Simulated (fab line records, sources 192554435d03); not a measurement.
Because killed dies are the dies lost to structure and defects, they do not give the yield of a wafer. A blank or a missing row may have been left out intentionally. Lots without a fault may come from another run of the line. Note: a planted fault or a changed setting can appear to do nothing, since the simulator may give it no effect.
fab line records	flow n5-finfet
[record] lots = 24	wafers = 72	last-day = 18
route steps=1938 shown BEOL_M1@840 BEOL_M2@841
lots with no fault: from the same line, run without faults
start-h: start of the lot's first displayed wafer, in hours after the record's first day	wait-h: hours elapsed since this lot's preceding step	" as in the row above	L1.1+2: a single row standing in for several wafers	- no value, or no start was given	* or withheld: withheld	< > ~ a bound
route shown NAME@n: a module of which the file shows steps, and the number in the route of the first	usual: the fault-free wafers' mean and standard deviation	same: alike in all rows	chamber/n: place in a boat	sites: the reading at each site	_std_site: standard deviation of those values	_edge_site: mean of outer sites minus mean of inner sites	radius-mm: for every site, how far away it sits from the centre of the wafer	mask NAME#n: copy n	behind: the most recent tool/chamber to have shaped the wafer	hold: what put the lot on hold/how long, in hours/how the hold closed	device: the transistor (n, p or np) that didn't switch	end of line: the tests these same wafers got at the end of their route	where a step has no rows: the recipe by itself	killed: count of dies lost to structure and defects at first sort (not the wafer's yield)	map: shows each die of a wafer: x if killed, . if not, _ if none is there
set.NAME: setting as actually run; set.NAME@STEP: the setting as run at that earlier step	model.NAME: the simulator's own value behind a step, which no gauge read
a sample of lots followed through the steps of the route, with each step as a table and each wafer as a row
services: the hour from which a tool's chamber was out of use, counted from the record's first day as start-h (under 0 if before that day), plus the number of hours and why
[[steps]]
[step N5_BEOL_M1_INSPECT_59]
[recipe] inspect-instrument = darkfield	mode = post-dep
[usual] raw-defect-count = 70/26
lot.wafer	tool	chamber	start-h	wait-h	raw-defect-count
L074.2	defect-inspect-02	-	134.92	0.0	59
L074.3	"	-	"	"	57
L074.4	"	-	"	"	117
L076.1	defect-inspect-02	-	138.10	0.0	109
L076.2	"	-	"	"	124
L076.4	"	-	"	"	203
L075.3	defect-inspect-01	-	142.58	0.0	72
L075.4	"	-	"	"	46
L075.5	"	-	"	"	60
L077.1	defect-inspect-01	-	150.89	0.0	69
L077.4	"	-	"	"	44
L077.6	"	-	"	"	73
L078.3	defect-inspect-01	-	154.83	0.0	60
L078.5	"	-	"	"	59
L078.6	"	-	"	"	64
L079.1	defect-inspect-02	-	165.49	0.0	52
L079.2	"	-	"	"	52
L079.6	"	-	"	"	66
L081.2	defect-inspect-01	-	168.92	0.0	44
L081.4	"	-	"	"	63
L081.5	"	-	"	"	106
L082.4	defect-inspect-01	-	180.13	0.0	48
L082.5	"	-	"	"	41
L082.6	"	-	"	"	39
L080.1	defect-inspect-02	-	180.17	0.0	29
L080.2	"	-	"	"	56
L080.4	"	-	"	"	45
L083.1	defect-inspect-01	-	189.52	0.0	48
L083.2	"	-	"	"	82
L083.6	"	-	"	"	69
L084.3	defect-inspect-02	-	193.96	0.0	38
L084.5	"	-	"	"	43
L084.6	"	-	"	"	77
L085.1	defect-inspect-01	-	205.86	0.0	104
L085.3	"	-	"	"	91
L085.5	"	-	"	"	98
L086.1	defect-inspect-02	-	211.80	0.0	82
L086.2	"	-	"	"	68
L086.3	"	-	"	"	105
L087.1	defect-inspect-02	-	220.41	0.0	72
L087.3	"	-	"	"	83
L087.4	"	-	"	"	54
L088.1	defect-inspect-02	-	221.70	0.0	70
L088.4	"	-	"	"	87
L088.5	"	-	"	"	64
L089.3	defect-inspect-01	-	229.26	0.0	64
L089.5	"	-	"	"	77
L089.6	"	-	"	"	48
L090.3	defect-inspect-02	-	235.34	0.0	37
L090.4	"	-	"	"	51
L090.6	"	-	"	"	37
L091.2	defect-inspect-02	-	240.29	0.0	44
L091.3	"	-	"	"	64
L091.6	"	-	"	"	65
L092.2	defect-inspect-01	-	241.07	0.0	74
L092.3	"	-	"	"	41
L092.4	"	-	"	"	39
L093.1	defect-inspect-02	-	243.51	0.0	51
L093.2	"	-	"	"	59
L093.4	"	-	"	"	62
L094.1	defect-inspect-01	-	250.41	0.0	90
L094.2	"	-	"	"	66
L094.4	"	-	"	"	75
L095.2	defect-inspect-01	-	255.40	0.0	82
L095.3	"	-	"	"	58
L095.4	"	-	"	"	85
L096.3	defect-inspect-01	-	268.75	0.0	55
L096.5	"	-	"	"	57
L096.6	"	-	"	"	59
L097.1	defect-inspect-02	-	272.07	0.0	96
L097.4	"	-	"	"	84
L097.5	"	-	"	"	74
[step N5_BEOL_M2_ILD_DEP_00]
[recipe] material = SiOC	target-thk-a = 790	temp-c = 350	precursor = DEMS/O2	pressure-torr = 5	rf-w = 500	time-s = 15.3
[usual] heater-power-w = 496/110	showerhead-plenum-p-Torr = 5.697/0.012	throttle-valve-pct = 11.9/0.4
lot.wafer	tool	chamber	start-h	wait-h	heater-power-w	showerhead-plenum-p-Torr	throttle-valve-pct
L074.2	pecvd-02	1	134.95	0.0	728	5.688	11.5
L074.3	"	2	"	"	427	5.714	12.1
L074.4	"	2	"	"	436	5.708	12.4
L076.1	pecvd-02	1	138.13	0.0	678	5.694	11.3
L076.2	"	0	"	"	664	5.690	12.5
L076.4	"	0	"	"	651	5.688	12.3
L075.3	pecvd-02	0	142.62	0.0	678	5.696	12.3
L075.4	"	2	"	"	449	5.724	12.2
L075.5	"	1	"	"	752	5.685	11.3
L077.1	pecvd-01	1	150.92	0.0	584	5.690	12.2
L077.4	"	0	"	"	409	5.700	11.8
L077.6	"	2	"	"	418	5.686	11.8
L078.3	pecvd-02	1	154.88	0.1	698	5.681	11.4
L078.5	"	1	"	"	727	5.697	11.3
L078.6	"	0	"	"	616	5.684	12.4
L079.1	pecvd-02	1	165.52	0.0	740	5.701	11.3
L079.2	"	2	"	"	523	5.700	12.0
L079.6	"	2	"	"	526	5.712	12.1
L081.2	pecvd-01	0	168.96	0.0	418	5.707	11.7
L081.4	"	1	"	"	502	5.679	12.7
L081.5	"	0	"	"	432	5.710	11.4
L082.4	pecvd-01	2	180.18	0.1	410	5.696	11.4
L082.5	"	0	"	"	416	5.710	11.7
L082.6	"	1	"	"	573	5.682	12.5
L080.1	pecvd-04	1	180.20	0.0	493	5.688	11.8
L080.2	"	0	"	"	409	5.706	12.0
L080.4	"	0	"	"	419	5.715	11.7
L083.1	pecvd-01	0	189.56	0.0	356	5.702	11.6
L083.2	"	2	"	"	420	5.699	11.5
L083.6	"	2	"	"	418	5.685	11.7
L084.3	pecvd-02	2	194.00	0.0	509	5.711	12.4
L084.5	"	1	"	"	742	5.689	11.3
L084.6	"	2	"	"	526	5.704	12.0
L085.1	pecvd-04	0	205.89	0.0	432	5.692	11.8
L085.3	"	2	"	"	499	5.690	11.9
L085.5	"	2	"	"	516	5.696	12.0
L086.1	pecvd-01	2	211.83	0.0	431	5.689	11.6
L086.2	"	1	"	"	583	5.683	12.5
L086.3	"	0	"	"	387	5.708	11.7
L087.1	pecvd-04	2	220.44	0.0	505	5.694	11.7
L087.3	"	0	"	"	404	5.695	11.6
L087.4	"	2	"	"	470	5.686	11.8
L088.1	pecvd-04	0	221.74	0.0	388	5.690	11.9
L088.4	"	2	"	"	467	5.690	12.1
L088.5	"	2	"	"	478	5.678	11.6
L089.3	pecvd-04	1	229.30	0.0	451	5.684	11.8
L089.5	"	2	"	"	486	5.675	11.9
L089.6	"	1	"	"	458	5.703	11.9
L090.3	pecvd-01	0	235.38	0.0	407	5.695	11.8
L090.4	"	2	"	"	368	5.681	11.8
L090.6	"	1	"	"	541	5.682	12.4
L091.2	pecvd-01	0	240.33	0.0	402	5.715	11.7
L091.3	"	1	"	"	500	5.691	13.0
L091.6	"	0	"	"	419	5.729	11.6
L092.2	pecvd-01	2	241.10	0.0	350	5.681	11.8
L092.3	"	1	"	"	526	5.698	12.7
L092.4	"	0	"	"	387	5.706	12.0
L093.1	pecvd-04	2	243.55	0.0	512	5.687	11.7
L093.2	"	1	"	"	482	5.714	11.9
L093.4	"	1	"	"	488	5.710	11.8
L094.1	pecvd-04	2	250.45	0.0	455	5.706	11.7
L094.2	"	1	"	"	493	5.716	12.0
L094.4	"	2	"	"	449	5.695	12.1
L095.2	pecvd-01	1	255.43	0.0	502	5.683	12.5
L095.3	"	2	"	"	424	5.698	11.3
L095.4	"	0	"	"	406	5.722	11.8
L096.3	pecvd-04	1	268.79	0.0	474	5.685	11.8
L096.5	"	1	"	"	471	5.713	11.8
L096.6	"	0	"	"	401	5.709	11.7
L097.1	pecvd-04	1	272.10	0.0	524	5.695	11.8
L097.4	"	1	"	"	509	5.695	11.8
L097.5	"	2	"	"	474	5.691	11.9
[step N5_BEOL_M2_OVL_MEAS_12]
[recipe] points-per-wafer = 522
[usual] M2_OVL = -0.4/0.57
lot.wafer	tool	chamber	start-h	wait-h	M2_OVL[nm]
L074.2	overlay-02	0	137.71	0.0	-0.7
L074.3	"	0	"	"	-1.1
L074.4	"	0	"	"	-1.0
L076.1	overlay-02	0	138.97	0.0	0.3
L076.2	"	0	"	"	0.4
L076.4	"	0	"	"	-0.9
L075.3	overlay-01	0	143.93	0.0	-1.3
L075.4	"	0	"	"	-0.9
L075.5	"	0	"	"	-0.8
L077.1	overlay-02	0	151.95	0.0	0.2
L077.4	"	0	"	"	-0.4
L077.6	"	0	"	"	-0.7
L078.3	overlay-02	0	156.28	0.0	-0.9
L078.5	"	0	"	"	-0.8
L078.6	"	0	"	"	-1.1
L079.1	overlay-02	0	166.29	0.0	-0.4
L079.2	"	0	"	"	-0.3
L079.6	"	0	"	"	-0.5
L081.2	overlay-02	0	170.48	0.0	0.3
L081.4	"	0	"	"	-1.2
L081.5	"	0	"	"	0.0
L082.4	overlay-02	0	181.14	0.0	0.3
L082.5	"	0	"	"	-0.6
L082.6	"	0	"	"	0.3
L080.1	overlay-02	0	181.34	0.0	-0.2
L080.2	"	0	"	"	-0.9
L080.4	"	0	"	"	0.0
L083.1	overlay-02	0	190.66	0.0	0.1
L083.2	"	0	"	"	-0.7
L083.6	"	0	"	"	-0.2
L084.3	overlay-01	0	194.61	0.0	0.6
L084.5	"	0	"	"	-0.3
L084.6	"	0	"	"	0.6
L085.1	overlay-02	0	206.86	0.0	-1.1
L085.3	"	0	"	"	-0.6
L085.5	"	0	"	"	-0.9
L086.1	overlay-01	0	212.58	0.0	-0.6
L086.2	"	0	"	"	0.1
L086.3	"	0	"	"	0.6
L087.1	overlay-01	0	221.18	0.0	0.2
L087.3	"	0	"	"	-0.1
L087.4	"	0	"	"	0.5
L088.1	overlay-02	0	224.15	0.0	-0.8
L088.4	"	0	"	"	-0.5
L088.5	"	0	"	"	-0.2
L089.3	overlay-01	0	230.03	0.0	-0.2
L089.5	"	0	"	"	0.1
L089.6	"	0	"	"	-1.4
L090.3	overlay-02	0	237.17	0.0	-0.1
L090.4	"	0	"	"	-1.0
L090.6	"	0	"	"	-0.7
L091.2	overlay-02	0	241.96	0.0	-0.3
L091.3	"	0	"	"	-0.1
L091.6	"	0	"	"	-0.8
L092.2	overlay-01	0	243.03	0.0	0.6
L092.3	"	0	"	"	-0.9
L092.4	"	0	"	"	0.9
L093.1	overlay-02	0	244.33	0.0	-0.1
L093.2	"	0	"	"	0.2
L093.4	"	0	"	"	-0.4
L094.1	overlay-01	0	251.15	0.0	-0.6
L094.2	"	0	"	"	-1.1
L094.4	"	0	"	"	-0.9
L095.2	overlay-02	0	256.24	0.0	-0.2
L095.3	"	0	"	"	-1.1
L095.4	"	0	"	"	-1.5
L096.3	overlay-01	0	271.59	0.0	-0.1
L096.5	"	0	"	"	0.4
L096.6	"	0	"	"	1.4
L097.1	overlay-01	0	275.20	0.0	-0.2
L097.4	"	0	"	"	-1.2
L097.5	"	0	"	"	-1.4
[step N5_BEOL_M2_STRIP_97]
[recipe] chemistry = N2/H2	time-s = 10	power-w = 450	temp-c = 40	pressure-mtorr = 20	rf-frequency-hz = 6e+07	bias-power-w = 7	n2-flow-sccm = 200	h2-flow-sccm = 200
[usual] drypump-motor-current-A = 5.6/0.41	oes-product-au = 0.80/0.077	rf-vpp-V = 59.3/0.87	showerhead-plenum-p-Torr = 2.56/0.086	throttle-valve-pct = 23.58/0.28
lot.wafer	tool	chamber	start-h	wait-h	drypump-motor-current-A	oes-product-au	rf-hours-counter-h	rf-vpp-V	showerhead-plenum-p-Torr	throttle-valve-pct
L074.2	rie-diel-04	0	-	-	5.9	0.79	158	60.3	2.54	23.41
L074.3	"	1	"	"	5.4	0.68	249	59.1	2.52	23.78
L074.4	"	2	"	"	5.7	0.75	162	59.8	2.64	24.05
L076.1	rie-diel-05	2	-	-	5.8	0.71	179	59.8	2.63	22.91
L076.2	"	0	"	"	5.6	0.88	34	60.2	2.71	23.63
L076.4	"	3	"	"	5.7	0.72	191	60.0	2.50	23.18
L075.3	rie-diel-04	3	-	-	5.0	0.91	26	58.9	2.70	23.56
L075.4	"	0	"	"	5.9	0.78	-	58.7	2.54	23.42
L075.5	"	3	"	"	5.0	0.91	-	60.7	2.70	23.58
L077.1	rie-diel-02	3	-	-	5.5	0.92	33	59.7	2.49	23.66
L077.4	"	3	"	"	5.5	0.90	-	58.6	2.49	23.63
L077.6	"	0	"	"	5.4	0.80	-	60.7	2.56	23.35
L078.3	rie-diel-04	0	-	-	5.9	0.77	166	59.6	2.54	23.41
L078.5	"	0	"	"	5.9	0.77	-	57.6	2.54	23.42
L078.6	"	3	"	"	5.0	0.91	-	59.5	2.70	23.58
L079.1	rie-diel-05	0	-	-	5.6	0.86	48	57.7	2.70	23.66
L079.2	"	2	"	"	5.8	0.71	194	60.0	2.62	22.93
L079.6	"	0	"	"	5.6	0.87	-	58.3	2.70	23.65
L081.2	rie-diel-04	3	-	-	5.0	0.90	37	60.1	2.70	23.58
L081.4	"	1	"	"	5.4	0.93	6	59.7	2.51	23.51
L081.5	"	2	"	"	5.7	0.74	-	60.0	2.63	24.07
L082.4	rie-diel-04	1	-	-	5.4	0.92	7	58.8	2.51	23.51
L082.5	"	2	"	"	5.7	0.73	-	57.8	2.63	24.06
L082.6	"	1	"	"	5.4	0.93	-	58.6	2.51	23.50
L080.1	rie-diel-05	3	-	-	5.7	0.70	210	58.6	2.49	23.19
L080.2	"	0	"	"	5.6	0.86	53	59.6	2.70	23.67
L080.4	"	2	"	"	5.8	0.70	-	58.9	2.62	22.93
L083.1	rie-diel-04	0	-	-	5.9	0.76	178	58.9	2.54	23.43
L083.2	"	3	"	"	5.0	0.87	42	59.8	2.69	23.58
L083.6	"	0	"	"	5.9	0.76	-	58.2	2.54	23.44
L084.3	rie-diel-02	1	-	-	5.4	0.94	10	58.9	2.61	23.75
L084.5	"	2	"	"	6.6	0.77	-	59.1	2.42	23.55
L084.6	"	1	"	"	5.4	0.93	-	58.5	2.61	23.74
L085.1	rie-diel-02	3	-	-	5.5	0.87	51	60.3	2.48	23.67
L085.3	"	1	"	"	5.4	0.91	15	59.1	2.61	23.75
L085.5	"	2	"	"	6.6	0.75	-	60.3	2.42	23.55
L086.1	rie-diel-02	2	-	-	6.5	0.76	166	58.8	2.42	23.58
L086.2	"	3	"	"	5.5	0.87	53	57.3	2.48	23.68
L086.3	"	1	"	"	5.4	0.90	16	57.3	2.61	23.75
L087.1	rie-diel-05	1	-	-	5.4	0.95	14	59.1	2.50	23.75
L087.3	"	0	"	"	5.6	0.84	67	58.6	2.70	23.67
L087.4	"	3	"	"	5.7	0.69	222	58.9	2.49	23.22
L088.1	rie-diel-04	0	-	-	5.9	0.76	189	60.0	2.53	23.44
L088.4	"	2	"	"	5.7	0.73	194	59.8	2.62	24.07
L088.5	"	2	"	"	5.7	0.73	-	59.0	2.62	24.07
L089.3	rie-diel-05	1	-	-	5.4	0.93	18	57.9	2.50	23.74
L089.5	"	2	"	"	5.8	0.69	-	59.6	2.61	22.97
L089.6	"	3	"	"	5.7	0.69	-	59.0	2.49	23.24
L090.3	rie-diel-04	0	-	-	5.9	0.76	193	57.5	2.53	23.45
L090.4	"	2	"	"	5.7	0.72	198	59.1	2.62	24.08
L090.6	"	1	"	"	5.4	0.88	-	59.9	2.50	23.54
L091.2	rie-diel-02	1	-	-	5.4	0.88	27	59.5	2.60	23.79
L091.3	"	2	"	"	6.6	0.74	178	59.5	2.41	23.57
L091.6	"	3	"	"	5.5	0.84	-	60.1	2.47	23.69
L092.2	rie-diel-02	1	-	-	5.4	0.88	27	60.8	2.60	23.76
L092.3	"	2	"	"	6.6	0.74	178	58.9	2.41	23.57
L092.4	"	0	"	"	5.4	0.77	138	58.9	2.55	23.42
L093.1	rie-diel-02	2	-	-	6.6	0.74	181	59.3	2.41	23.58
L093.2	"	1	"	"	5.4	0.88	30	59.5	2.60	23.78
L093.4	"	3	"	"	5.5	0.84	69	59.7	2.47	23.71
L094.1	rie-diel-04	2	-	-	5.7	0.71	205	59.3	2.62	24.10
L094.2	"	0	"	"	5.9	0.75	200	59.8	2.53	23.47
L094.4	"	3	"	"	5.0	0.86	64	58.6	2.69	23.63
L095.2	rie-diel-04	3	-	-	5.0	0.86	65	60.3	2.68	23.63
L095.3	"	2	"	"	5.7	0.71	206	60.0	2.62	24.10
L095.4	"	0	"	"	5.9	0.74	200	59.3	2.53	23.49
L096.3	rie-diel-02	2	-	-	6.6	0.74	187	60.6	2.41	23.59
L096.5	"	2	"	"	6.6	0.74	-	59.6	2.41	23.59
L096.6	"	1	"	"	5.4	0.87	-	60.4	2.60	23.77
L097.1	rie-diel-04	0	-	-	5.9	0.74	208	59.2	2.52	23.47
L097.4	"	1	"	"	5.4	0.85	42	58.6	2.50	23.55
L097.5	"	3	"	"	5.0	0.84	-	59.2	2.68	23.63
[step N5_BEOL_M2_ANNEAL_49]
[recipe] temp-c = 400	time-s = 240	ambient = vacuum
[usual] heater-power-w = 830/64
lot.wafer	tool	chamber	start-h	wait-h	heater-power-w
L074.2	pvd-sputter-01	-	144.10	0.0	812
L074.3	"	-	"	"	844
L074.4	"	-	"	"	862
L076.1	pvd-sputter-03	-	144.75	0.0	866
L076.2	"	-	"	"	817
L076.4	"	-	"	"	960
L075.3	pvd-sputter-03	-	152.51	0.0	831
L075.4	"	-	"	"	803
L075.5	"	-	"	"	963
L077.1	pvd-sputter-02	-	157.00	0.0	774
L077.4	"	-	"	"	783
L077.6	"	-	"	"	907
L078.3	pvd-sputter-01	-	159.62	0.0	791
L078.5	"	-	"	"	857
L078.6	"	-	"	"	791
L079.1	pvd-sputter-03	-	177.06	0.0	963
L079.2	"	-	"	"	779
L079.6	"	-	"	"	767
L081.2	pvd-sputter-03	-	181.34	0.0	810
L081.4	"	-	"	"	847
L081.5	"	-	"	"	988
L082.4	pvd-sputter-02	-	184.06	0.0	807
L082.5	"	-	"	"	876
L082.6	"	-	"	"	776
L080.1	pvd-sputter-03	-	185.86	0.0	743
L080.2	"	-	"	"	789
L080.4	"	-	"	"	977
L083.1	pvd-sputter-01	-	194.28	0.0	785
L083.2	"	-	"	"	818
L083.6	"	-	"	"	846
L084.3	pvd-sputter-03	-	198.07	0.0	784
L084.5	"	-	"	"	859
L084.6	"	-	"	"	778
L085.1	pvd-sputter-03	-	211.17	0.0	854
L085.3	"	-	"	"	757
L085.5	"	-	"	"	772
L086.1	pvd-sputter-02	-	215.27	0.0	773
L086.2	"	-	"	"	861
L086.3	"	-	"	"	808
L087.1	pvd-sputter-03	-	226.96	0.0	799
L087.3	"	-	"	"	748
L087.4	"	-	"	"	860
L088.1	pvd-sputter-02	-	234.64	0.0	760
L088.4	"	-	"	"	837
L088.5	"	-	"	"	833
L090.3	pvd-sputter-01	-	243.24	0.0	803
L090.4	"	-	"	"	855
L090.6	"	-	"	"	809
L089.3	pvd-sputter-02	-	244.09	0.0	758
L089.5	"	-	"	"	760
L089.6	"	-	"	"	871
L091.2	pvd-sputter-03	-	249.48	0.0	865
L091.3	"	-	"	"	810
L091.6	"	-	"	"	754
L092.2	pvd-sputter-01	-	250.90	0.0	868
L092.3	"	-	"	"	796
L092.4	"	-	"	"	786
L093.1	pvd-sputter-02	-	256.05	0.0	848
L093.2	"	-	"	"	836
L093.4	"	-	"	"	780
L094.1	pvd-sputter-03	-	258.63	0.0	791
L094.2	"	-	"	"	771
L094.4	"	-	"	"	984
L095.2	pvd-sputter-01	-	259.29	0.0	873
L095.3	"	-	"	"	839
L095.4	"	-	"	"	786
L096.3	pvd-sputter-02	-	276.85	0.0	785
L096.5	"	-	"	"	779
L096.6	"	-	"	"	862
L097.1	pvd-sputter-01	-	279.67	0.0	870
L097.4	"	-	"	"	775
L097.5	"	-	"	"	799
[step N5_BEOL_M2_ANNEAL_87]
[recipe] temp-c = 400	time-s = 240	ambient = vacuum
[usual] heater-power-w = 829/62
lot.wafer	tool	chamber	start-h	wait-h	heater-power-w
L074.2	pvd-sputter-01	-	144.76	0.0	818
L074.3	"	-	"	"	840
L074.4	"	-	"	"	877
L076.1	pvd-sputter-03	-	145.41	0.0	854
L076.2	"	-	"	"	816
L076.4	"	-	"	"	937
L075.3	pvd-sputter-03	-	153.17	0.0	878
L075.4	"	-	"	"	802
L075.5	"	-	"	"	978
L077.1	pvd-sputter-02	-	157.66	0.0	765
L077.4	"	-	"	"	783
L077.6	"	-	"	"	878
L078.3	pvd-sputter-01	-	160.28	0.0	773
L078.5	"	-	"	"	830
L078.6	"	-	"	"	782
L079.1	pvd-sputter-03	-	177.72	0.0	957
L079.2	"	-	"	"	777
L079.6	"	-	"	"	760
L081.2	pvd-sputter-03	-	182.00	0.0	787
L081.4	"	-	"	"	849
L081.5	"	-	"	"	976
L082.4	pvd-sputter-02	-	184.72	0.0	765
L082.5	"	-	"	"	887
L082.6	"	-	"	"	777
L080.1	pvd-sputter-03	-	186.52	0.0	761
L080.2	"	-	"	"	813
L080.4	"	-	"	"	970
L083.1	pvd-sputter-01	-	194.94	0.0	780
L083.2	"	-	"	"	808
L083.6	"	-	"	"	831
L084.3	pvd-sputter-03	-	198.73	0.0	814
L084.5	"	-	"	"	839
L084.6	"	-	"	"	753
L085.1	pvd-sputter-03	-	211.83	0.0	842
L085.3	"	-	"	"	763
L085.5	"	-	"	"	783
L086.1	pvd-sputter-02	-	215.93	0.0	773
L086.2	"	-	"	"	905
L086.3	"	-	"	"	826
L087.1	pvd-sputter-03	-	227.62	0.0	813
L087.3	"	-	"	"	766
L087.4	"	-	"	"	851
L088.1	pvd-sputter-02	-	235.30	0.0	769
L088.4	"	-	"	"	821
L088.5	"	-	"	"	843
L090.3	pvd-sputter-01	-	243.90	0.0	809
L090.4	"	-	"	"	845
L090.6	"	-	"	"	821
L089.3	pvd-sputter-02	-	244.75	0.0	784
L089.5	"	-	"	"	787
L089.6	"	-	"	"	915
L091.2	pvd-sputter-03	-	250.56	0.0	847
L091.3	"	-	"	"	808
L091.6	"	-	"	"	751
L092.2	pvd-sputter-01	-	251.56	0.0	853
L092.3	"	-	"	"	825
L092.4	"	-	"	"	785
L093.1	pvd-sputter-02	-	256.71	0.0	898
L093.2	"	-	"	"	837
L093.4	"	-	"	"	781
L094.1	pvd-sputter-03	-	259.29	0.0	812
L094.2	"	-	"	"	750
L094.4	"	-	"	"	966
L095.2	pvd-sputter-01	-	259.95	0.0	854
L095.3	"	-	"	"	841
L095.4	"	-	"	"	784
L096.3	pvd-sputter-02	-	277.51	0.0	770
L096.5	"	-	"	"	759
L096.6	"	-	"	"	886
L097.1	pvd-sputter-01	-	280.33	0.0	839
L097.4	"	-	"	"	790
L097.5	"	-	"	"	790
[[services]]
tool	chamber	start-h	hours	kind
pecvd-04	-	122.22	2.8	pm
rie-diel-02	2	123.38	3.3	repair
rie-diel-02	3	124.20	18.9	repair
rie-diel-05	2	127.78	5.4	repair
rie-diel-04	0	133.20	5.6	repair
pecvd-04	0	138.59	10.1	repair
rie-diel-02	1	143.12	-	clean
rie-diel-02	1	143.12	-	consumable-replace:focus-ring
rie-diel-02	1	143.12	20.1	scheduled-down
rie-diel-02	1	143.12	20.1	vent-cycle
rie-diel-04	1	144.24	-	clean
rie-diel-04	1	144.24	-	consumable-replace:focus-ring
rie-diel-04	1	144.24	17.1	scheduled-down
rie-diel-04	1	144.24	17.1	vent-cycle
pecvd-02	2	151.94	5.0	scheduled-down
rie-diel-05	1	153.82	-	clean
rie-diel-05	1	153.82	-	consumable-replace:focus-ring
pecvd-02	-	172.67	1.9	repair
pecvd-02	0	186.88	2.1	scheduled-down
rie-diel-05	3	207.52	3.0	repair
pecvd-02	-	217.46	14.6	pm
pecvd-04	1	220.31	5.5	scheduled-down
rie-diel-04	2	266.00	8.9	repair
pecvd-01	2	269.11	12.2	repair
[[key]]
fault none
